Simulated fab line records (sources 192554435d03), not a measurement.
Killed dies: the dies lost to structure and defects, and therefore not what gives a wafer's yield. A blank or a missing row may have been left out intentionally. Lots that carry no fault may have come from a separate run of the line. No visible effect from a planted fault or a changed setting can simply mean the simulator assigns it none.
The tool behind it: which one? / flow n5_finfet / route of 1938 steps, sampled at 1 step: 12 lots, 36 wafers

## WHAT THE GAUGES READ, wafer by wafer
N5_BEOL_M12_INSPECT_55: inspects for defects (darkfield).
lot=L076; measured=day 11 10:48; on=defect_inspect-01; raw_defect_count=34 36 38
lot=L077; measured=day 11 19:05; on=defect_inspect-02; raw_defect_count=31 57 61
lot=L079; measured=day 12 10:51; on=defect_inspect-02; raw_defect_count=61 69 54
lot=L080; measured=day 13 02:08; on=defect_inspect-02; raw_defect_count=71 87 69
lot=L083; measured=day 13 18:34; on=defect_inspect-01; raw_defect_count=58 54 84
lot=L085; measured=day 13 21:23; on=defect_inspect-01; raw_defect_count=82 60 64
lot=L087; measured=day 14 14:16; on=defect_inspect-02; raw_defect_count=64 44 38
lot=L091; measured=day 15 07:35; on=defect_inspect-01; raw_defect_count=46 22 54
lot=L088; measured=day 15 19:07; on=defect_inspect-02; raw_defect_count=92 145 90
lot=L095; measured=day 16 04:03; on=defect_inspect-02; raw_defect_count=43 51 48
lot=L093; measured=day 17 04:20; on=defect_inspect-02; raw_defect_count=39 75 67
lot=L097; measured=day 18 00:32; on=defect_inspect-01; raw_defect_count=74 38 39

## WHAT TOOL EACH LOT RAN ON (gives the tool, then ch and the chambers of the sampled wafers, and finally the start)
The record holds no process step before these readings.

## THE ANSWER, worked out from the rows above alone
Rule: the usual values come from the lots themselves. The widest of any qualifying gaps counts: lots, ordered by their means at a reading, are off when they make up no more than a third of the lots, leave a main group of 4 or more, and stand apart from it by 3 or more times the standard deviation of that group's means. If all means in a main group match to the digits the tables above print for the reading, that group is not used. A lot without any number at a reading at which 4 lots or more have one is off too. The other lots that the step has rows for count as sound.
No lot is off at any reading shown: from this, nothing can be told.

## WHAT THE SIMULATOR HAD PUT IN
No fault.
